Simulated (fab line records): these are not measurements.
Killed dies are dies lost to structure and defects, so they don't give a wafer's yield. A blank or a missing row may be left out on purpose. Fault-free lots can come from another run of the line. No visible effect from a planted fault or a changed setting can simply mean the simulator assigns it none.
The tool behind it: which one?	flow n5_finfet	21 lots, 63 wafers sampled, at 6 steps of a route of 1938

WHAT THE GAUGES READ, wafer by wafer
No reading from a measuring or inspecting step in the record can be judged against a usual standard deviation.

WHICH TOOL RAN EACH LOT (tool, then ch and the chambers of the sampled wafers, then the start)
lot	N5_ZERO_LAYER_ETCH_17	N5_FIN_SAQP_PECVD_48	N5_FIN_SAQP_PECVD_06	N5_FIN_SAQP_ETCH_51	N5_FIN_SAQP_SPACER1_ETCHBACK_25	N5_FIN_SAQP_MANDREL_ETCH_58
L074	rie_diel-01 ch 2,3, day 1 13:10	pecvd-01 ch 0,1, day 1 21:04	pecvd-01 ch 0,1, day 1 21:07	rie_diel-05 ch 1,2,3, day 1 21:49	rie_diel-02 ch 0,2,3, day 1 23:35	rie_si-06 ch 0,1,2, day 1 23:59
L076	rie_diel-06 ch 0,1, day 2 01:10	pecvd-03 ch 0,1,2, day 2 09:15	pecvd-03 ch 0,1,2, day 2 09:17	rie_diel-04 ch 0,2,3, day 2 09:52	rie_diel-04 ch 0,1,3, day 2 11:53	rie_si-01 ch 2,3, day 2 12:17
L077	rie_diel-06 ch 2,3, day 2 06:43	pecvd-03 ch 0,2, day 2 14:44	pecvd-03 ch 0,2, day 2 14:46	rie_diel-02 ch 0,2, day 2 15:21	rie_diel-05 ch 0,2,3, day 2 18:17	rie_si-01 ch 1,2,3, day 2 18:43
L078	rie_diel-01 ch 0,3, day 2 12:50	pecvd-03 ch 0,1,2, day 2 20:38	pecvd-03 ch 0,1,2, day 2 20:41	rie_diel-05 ch 0,2,3, day 2 21:23	rie_diel-04 ch 0,2,3, day 2 23:09	rie_si-06 ch 0,2,3, day 2 23:44
L079	rie_diel-01 ch 0,1,2, day 2 18:43	pecvd-03 ch 0,1,2, day 3 02:55	pecvd-03 ch 0,1,2, day 3 02:57	rie_diel-05 ch 0,3, day 3 03:32	rie_diel-02 ch 0,3, day 3 05:25	rie_si-01 ch 1,2,3, day 3 05:47
L080	rie_diel-03 ch 0,2,3, day 3 00:43	pecvd-04 ch 1,2, day 3 09:01	pecvd-04 ch 1,2, day 3 09:04	rie_diel-05 ch 0,2,3, day 3 09:51	rie_diel-02 ch 0,3, day 3 12:17	rie_si-04 ch 0,2,3, day 3 12:40
L081	rie_diel-01 ch 0,2,3, day 3 06:50	pecvd-03 ch 0,1,2, day 3 14:50	pecvd-03 ch 0,1,2, day 3 14:52	rie_diel-04 ch 2,3, day 3 15:27	rie_diel-02 ch 0,1,2, day 3 17:20	rie_si-01 ch 2,3, day 3 17:43
L082	rie_diel-03 ch 0,1,2, day 3 12:44	pecvd-04 ch 0,2, day 3 20:41	pecvd-04 ch 0,2, day 3 20:43	rie_diel-05 ch 0,2, day 3 21:33	rie_diel-04 ch 0,3, day 3 23:19	rie_si-06 ch 0,1,3, day 3 23:43
L083	rie_diel-01 ch 0,2, day 3 18:50	pecvd-04 ch 0,1,2, day 4 02:59	pecvd-04 ch 0,1,2, day 4 03:01	rie_diel-05 ch 0,1,2, day 4 03:40	rie_diel-04 ch 0,1,3, day 4 05:39	rie_si-04 ch 0,1,2, day 4 06:13
L084	rie_diel-03 ch 1,3, day 4 00:43	pecvd-04 ch 1,2, day 4 08:32	pecvd-04 ch 1,2, day 4 08:34	rie_diel-05 ch 1,2, day 4 09:17	rie_diel-04 ch 0,2,3, day 4 11:08	rie_si-04 ch 0,2, day 4 11:32
L085	rie_diel-01 ch 2,3, day 4 06:44	pecvd-01 ch 1,2, day 4 15:11	pecvd-01 ch 1,2, day 4 15:13	rie_diel-05 ch 1,3, day 4 15:48	rie_diel-02 ch 1,2, day 4 17:37	rie_si-06 ch 0,1, day 4 18:01
L086	rie_diel-06 ch 0,1,2, day 4 14:06	pecvd-01 ch 1,2, day 4 21:47	pecvd-01 ch 1,2, day 4 21:50	rie_diel-04 ch 0,1,2, day 4 22:25	rie_diel-05 ch 2,3, day 5 00:16	rie_si-04 ch 0,1,3, day 5 00:39
L087	rie_diel-06 ch 0,1,2, day 4 18:50	pecvd-01 ch 1,2, day 5 03:50	pecvd-01 ch 1,2, day 5 03:52	rie_diel-04 ch 0,2,3, day 5 04:34	rie_diel-02 ch 0,2, day 5 06:37	rie_si-01 ch 0,1,2, day 5 07:04
L088	rie_diel-06 ch 0,2,3, day 5 00:52	pecvd-04 ch 0,1,2, day 5 09:11	pecvd-04 ch 0,1,2, day 5 09:13	rie_diel-02 ch 0,2,3, day 5 09:48	rie_diel-02 ch 0,1,2, day 5 11:38	rie_si-04 ch 0,2,3, day 5 12:02
L089	rie_diel-03 ch 2,3, day 5 06:58	pecvd-03 ch 1,2, day 5 15:09	pecvd-03 ch 1,2, day 5 15:11	rie_diel-04 ch 0,2, day 5 16:11	rie_diel-05 ch 1,2,3, day 5 18:19	rie_si-04 ch 0,2, day 5 18:48
L090	rie_diel-06 ch 2,3, day 5 12:43	pecvd-01 ch 0,2, day 5 23:08	pecvd-01 ch 0,2, day 5 23:11	rie_diel-02 ch 0,1, day 5 23:53	rie_diel-02 ch 1,2, day 6 01:46	rie_si-04 ch 0,2, day 6 02:11
L092	rie_diel-03 ch 0,2,3, day 6 08:42	pecvd-01 ch 0,1,2, day 6 18:01	pecvd-01 ch 0,1,2, day 6 18:04	rie_diel-05 ch 0,1,3, day 6 18:46	rie_diel-05 ch 0,2,3, day 6 21:25	rie_si-01 ch 1,2,3, day 6 21:49
L093	rie_diel-01 ch 0,2, day 6 08:49	pecvd-01 ch 0,1, day 6 17:25	pecvd-01 ch 0,1, day 6 17:28	rie_diel-05 ch 0,2, day 6 18:21	rie_diel-02 ch 1,2,3, day 6 20:46	rie_si-06 ch 0,1, day 6 21:11
L094	rie_diel-06 ch 1,2, day 6 13:13	pecvd-03 ch 0,1, day 6 22:03	pecvd-03 ch 0,1, day 6 22:05	rie_diel-02 ch 2,3, day 6 22:50	rie_diel-02 ch 1,2,3, day 7 00:37	rie_si-01 ch 0,3, day 7 01:00
L095	rie_diel-06 ch 2,3, day 6 18:55	pecvd-03 ch 1,2, day 7 03:15	pecvd-03 ch 1,2, day 7 03:17	rie_diel-02 ch 1,2,3, day 7 03:52	rie_diel-02 ch 0,1, day 7 05:38	rie_si-06 ch 0,1, day 7 06:02
L097	rie_diel-01 ch 1,2,3, day 7 06:52	pecvd-01 ch 0,1,2, day 7 14:48	pecvd-01 ch 0,1,2, day 7 14:50	rie_diel-04 ch 0,2,3, day 7 15:31	rie_diel-02 ch 0,1,3, day 7 17:22	rie_si-06 ch 0,2,3, day 7 17:46
- N5_ZERO_LAYER_ETCH_17: etches SiO2 in CF4, target depth 12 nm, time 13.3 s.
- N5_FIN_SAQP_PECVD_48: deposits SiNx from SiH4/NH3/N2, target thk 25 nm, time 22.1 s.
- N5_FIN_SAQP_PECVD_06: deposits a-Si from SiH4/He, target thk 60 nm, time 48.1 s.
- N5_FIN_SAQP_ETCH_51: etches SiARC in CF4, target depth 45.5 nm, time 75.8 s.
- N5_FIN_SAQP_SPACER1_ETCHBACK_25: etches SiO2 in CHF3/O2, target depth 24.4 nm, time 12.2 s.
- N5_FIN_SAQP_MANDREL_ETCH_58: etches a-Si in HBr/Cl2, stops on SiNx, target depth 45 nm, bt time 10 s, time 27 s.

WHAT THE TOOLS THEMSELVES READ (means of the sampled wafers that have a number; where no wafer has one, the mark that the record gives instead)
N5_ZERO_LAYER_ETCH_17. Usual: drypump_motor_current_A 5.6 A, standard deviation 0.58; oes_product_au 0.77 a.u., standard deviation 0.081; rf_vpp_V 949 V, standard deviation 4; showerhead_plenum_p_Torr 2.15 Torr, standard deviation 0.06; throttle_valve_pct 15.65 %, standard deviation 0.22.
lot	tool	drypump_motor_current_A (A)	oes_product_au (a.u.)	rf_vpp_V (V)	showerhead_plenum_p_Torr (Torr)	throttle_valve_pct (%)	flag
L074	rie_diel-01	6.0	0.85	949	2.15	15.61	
L076	rie_diel-06	5.4	0.77	947	2.11	15.68	
L077	rie_diel-06	5.2	0.73	950	2.16	15.52	
L078	rie_diel-01	5.7	0.79	946	2.09	15.74	
L079	rie_diel-01	5.3	0.81	951	2.19	15.70	
L080	rie_diel-03	6.2	0.71	952	2.18	15.74	
L081	rie_diel-01	5.7	0.81	948	2.13	15.74	
L082	rie_diel-03	6.2	0.68	951	2.17	15.73	
L083	rie_diel-01	5.5	0.83	950	2.17	15.82	
L084	rie_diel-03	5.5	0.71	953	2.20	15.79	
L085	rie_diel-01	5.9	0.78	946	2.10	15.68	
L086	rie_diel-06	5.4	0.84	945	2.10	15.51	
L087	rie_diel-06	5.5	0.83	945	2.10	15.52	
L088	rie_diel-06	5.6	0.85	949	2.14	15.47	
L089	rie_diel-03	6.2	0.70	948	2.16	15.89	
L090	rie_diel-06	5.2	0.91	950	2.15	15.24	
L092	rie_diel-03	6.2	0.69	951	2.17	15.77	
L093	rie_diel-01	5.5	0.81	950	2.17	15.85	
L094	rie_diel-06	5.0	0.80	947	2.12	15.51	
L095	rie_diel-06	5.2	0.88	949	2.15	15.24	
L097	rie_diel-01	5.6	0.75	948	2.15	15.69	

N5_FIN_SAQP_PECVD_48. Usual: heater_power_w 760 W, standard deviation 76; showerhead_plenum_p_Torr 5.12 Torr, standard deviation 0.056; throttle_valve_pct 39.2 %, standard deviation 1.4.
lot	tool	heater_power_w (W)	showerhead_plenum_p_Torr (Torr)	throttle_valve_pct (%)	flag
L074	pecvd-01	752	5.14	39.5	
L076	pecvd-03	799	5.09	38.4	
L077	pecvd-03	800	5.13	37.0	
L078	pecvd-03	825	5.09	38.3	
L079	pecvd-03	816	5.08	38.4	
L080	pecvd-04	713	5.10	39.9	
L081	pecvd-03	769	5.10	38.6	
L082	pecvd-04	686	5.17	40.8	
L083	pecvd-04	671	5.13	40.4	
L084	pecvd-04	648	5.09	40.0	
L085	pecvd-01	753	5.16	38.6	
L086	pecvd-01	746	5.16	38.6	
L087	pecvd-01	747	5.15	38.5	
L088	pecvd-04	750	5.13	40.5	
L089	pecvd-03	776	5.09	39.1	
L090	pecvd-01	772	5.12	40.1	
L092	pecvd-01	757	5.14	39.4	
L093	pecvd-01	772	5.16	39.4	
L094	pecvd-03	782	5.05	39.8	
L095	pecvd-03	702	5.11	37.8	
L097	pecvd-01	732	5.13	39.3	

N5_FIN_SAQP_PECVD_06. Usual: heater_power_w 833 W, standard deviation 74; showerhead_plenum_p_Torr 5.65 Torr, standard deviation 0.041; throttle_valve_pct 17.9 %, standard deviation 0.62.
lot	tool	heater_power_w (W)	showerhead_plenum_p_Torr (Torr)	throttle_valve_pct (%)	flag
L074	pecvd-01	805	5.67	18.0	
L076	pecvd-03	894	5.63	17.6	
L077	pecvd-03	863	5.67	16.9	
L078	pecvd-03	803	5.63	17.4	
L079	pecvd-03	862	5.64	17.6	
L080	pecvd-04	713	5.63	18.1	
L081	pecvd-03	818	5.63	17.6	
L082	pecvd-04	865	5.69	18.5	
L083	pecvd-04	774	5.66	18.3	
L084	pecvd-04	791	5.63	18.2	
L085	pecvd-01	833	5.68	17.6	
L086	pecvd-01	784	5.67	17.5	
L087	pecvd-01	856	5.68	17.5	
L088	pecvd-04	836	5.65	18.3	
L089	pecvd-03	788	5.63	17.6	
L090	pecvd-01	842	5.65	18.4	
L092	pecvd-01	842	5.67	17.7	
L093	pecvd-01	785	5.68	18.1	
L094	pecvd-03	871	5.61	18.3	
L095	pecvd-03	848	5.65	17.3	
L097	pecvd-01	830	5.67	17.8	

N5_FIN_SAQP_ETCH_51. Usual: drypump_motor_current_A 5.8 A, standard deviation 0.48; etch_rf_on_time_s 75.9 s, standard deviation 1.2; oes_product_au 0.68 a.u., standard deviation 0.091; rf_vpp_V 184.4 V, standard deviation 1.2; showerhead_plenum_p_Torr 2.16 Torr, standard deviation 0.072; throttle_valve_pct 15.60 %, standard deviation 0.24.
lot	tool	drypump_motor_current_A (A)	etch_rf_on_time_s (s)	oes_product_au (a.u.)	rf_vpp_V (V)	showerhead_plenum_p_Torr (Torr)	throttle_valve_pct (%)	flag
L074	rie_diel-05	5.8	75.5	0.60	184.0	2.13	15.92	
L076	rie_diel-04	5.8	75.1	0.62	184.8	2.16	15.59	
L077	rie_diel-02	6.1	76.0	0.72	186.0	2.19	15.33	
L078	rie_diel-05	5.9	75.7	0.59	184.1	2.12	15.88	
L079	rie_diel-05	5.4	78.3	0.57	182.3	2.06	15.89	
L080	rie_diel-05	5.8	76.6	0.58	184.5	2.12	15.90	
L081	rie_diel-04	6.3	75.3	0.64	184.2	2.18	15.62	
L082	rie_diel-05	6.3	76.1	0.60	184.2	2.18	15.91	
L083	rie_diel-05	5.9	75.5	0.67	184.3	2.14	15.75	
L084	rie_diel-05	6.2	77.1	0.67	183.9	2.18	15.81	
L085	rie_diel-05	5.3	75.0	0.82	185.4	2.23	15.47	
L086	rie_diel-04	5.4	75.3	0.67	184.0	2.14	15.52	
L087	rie_diel-04	5.8	75.2	0.61	184.5	2.15	15.63	
L088	rie_diel-02	5.9	77.0	0.65	185.2	2.16	15.48	
L089	rie_diel-04	5.6	74.6	0.60	184.0	2.12	15.68	
L090	rie_diel-02	5.6	76.6	0.68	182.6	2.09	15.51	
L092	rie_diel-05	5.5	75.4	0.78	183.4	2.16	15.45	
L093	rie_diel-05	6.3	76.8	0.66	184.7	2.17	15.78	
L094	rie_diel-02	5.9	76.3	0.77	185.5	2.21	15.20	
L095	rie_diel-02	5.7	75.9	0.75	184.2	2.20	15.30	
L097	rie_diel-04	5.8	74.5	0.60	184.1	2.14	15.67	

N5_FIN_SAQP_SPACER1_ETCHBACK_25. Usual: CHF3_flow_sccm 49.99 sccm, standard deviation 0.14; drypump_motor_current_A 5.7 A, standard deviation 0.44; oes_ar_750_au 0.80 a.u., standard deviation 0.097; oes_product_au 0.80 a.u., standard deviation 0.098; rf_vpp_V 527 V, standard deviation 12; showerhead_plenum_p_Torr 2.43 Torr, standard deviation 0.08; throttle_valve_pct 18.78 %, standard deviation 0.19.
lot	tool	CHF3_flow_sccm (sccm)	drypump_motor_current_A (A)	oes_ar_750_au (a.u.)	oes_product_au (a.u.)	rf_vpp_V (V)	showerhead_plenum_p_Torr (Torr)	throttle_valve_pct (%)	flag
L074	rie_diel-02	49.94	5.9	0.79	0.78	531	2.45	18.71	
L076	rie_diel-04	50.12	5.7	0.71	0.71	534	2.44	18.80	
L077	rie_diel-05	49.85	5.8	0.70	0.69	517	2.38	19.11	
L078	rie_diel-04	49.90	5.8	0.72	0.72	532	2.42	18.80	
L079	rie_diel-02	49.90	5.7	0.73	0.72	543	2.42	18.83	
L080	rie_diel-02	49.98	5.7	0.72	0.72	543	2.42	18.82	
L081	rie_diel-02	50.03	5.7	0.85	0.85	524	2.43	18.66	
L082	rie_diel-04	49.93	6.1	0.72	0.73	533	2.45	18.75	
L083	rie_diel-04	49.91	5.7	0.80	0.81	534	2.44	18.70	
L084	rie_diel-04	49.82	5.8	0.71	0.72	532	2.41	18.81	
L085	rie_diel-02	50.01	5.6	0.89	0.89	519	2.48	18.63	
L086	rie_diel-05	49.90	6.1	0.80	0.79	519	2.52	19.06	
L087	rie_diel-02	50.11	5.9	0.79	0.78	530	2.38	18.72	
L088	rie_diel-02	49.91	5.8	0.83	0.83	524	2.43	18.68	
L089	rie_diel-05	50.03	5.8	0.84	0.85	522	2.47	18.92	
L090	rie_diel-02	50.19	5.5	0.87	0.88	518	2.47	18.64	
L092	rie_diel-05	50.00	5.8	0.85	0.85	520	2.47	18.89	
L093	rie_diel-02	50.12	5.7	0.88	0.89	526	2.48	18.59	
L094	rie_diel-02	50.01	5.7	0.88	0.87	525	2.47	18.59	
L095	rie_diel-02	50.11	5.5	0.82	0.82	529	2.39	18.74	
L097	rie_diel-02	49.95	5.6	0.83	0.84	536	2.40	18.68	

N5_FIN_SAQP_MANDREL_ETCH_58. Usual: drypump_motor_current_A 5.6 A, standard deviation 0.33; oes_product_au 0.699 a.u., standard deviation 0.017; throttle_valve_pct 35.49 %, standard deviation 0.26.
lot	tool	drypump_motor_current_A (A)	oes_product_au (a.u.)	throttle_valve_pct (%)	flag
L074	rie_si-06	5.4	0.681	35.49	
L076	rie_si-01	5.7	0.715	35.41	
L077	rie_si-01	5.7	0.707	35.52	
L078	rie_si-06	5.6	0.703	35.43	
L079	rie_si-01	5.7	0.710	35.50	
L080	rie_si-04	5.3	0.700	35.54	
L081	rie_si-01	5.9	0.714	35.49	
L082	rie_si-06	5.7	0.704	35.46	
L083	rie_si-04	5.7	0.692	35.34	
L084	rie_si-04	5.5	0.709	35.59	
L085	rie_si-06	5.6	0.689	35.39	
L086	rie_si-04	5.6	0.690	35.29	
L087	rie_si-01	5.5	0.708	35.62	
L088	rie_si-04	5.3	0.707	35.54	
L089	rie_si-04	5.5	0.714	35.58	
L090	rie_si-04	5.4	0.703	35.64	
L092	rie_si-01	5.7	0.695	35.54	
L093	rie_si-06	5.5	0.682	35.40	
L094	rie_si-01	5.6	0.713	35.82	
L095	rie_si-06	5.4	0.681	35.50	
L097	rie_si-06	5.6	0.703	35.45	

THE ANSWER, worked out from the rows above alone
Rule: take the mean of a lot's wafers that have a number; if it is more than 3 standard deviations from the usual mean, the lot is off. Also off: a lot with no number at a reading for which 4 or more lots have one. The other lots that the step has rows for count as sound. After the gauges, taken in route order, come the tools' own readings; for these a lot's mean is taken, as printed above. At the first step where some lot is off, the reading lying furthest off is the one used; lots without a number count as furthest.
No lot is off on any of the readings shown, so nothing can be concluded from this.

WHAT WAS PUT IN BY THE SIMULATOR
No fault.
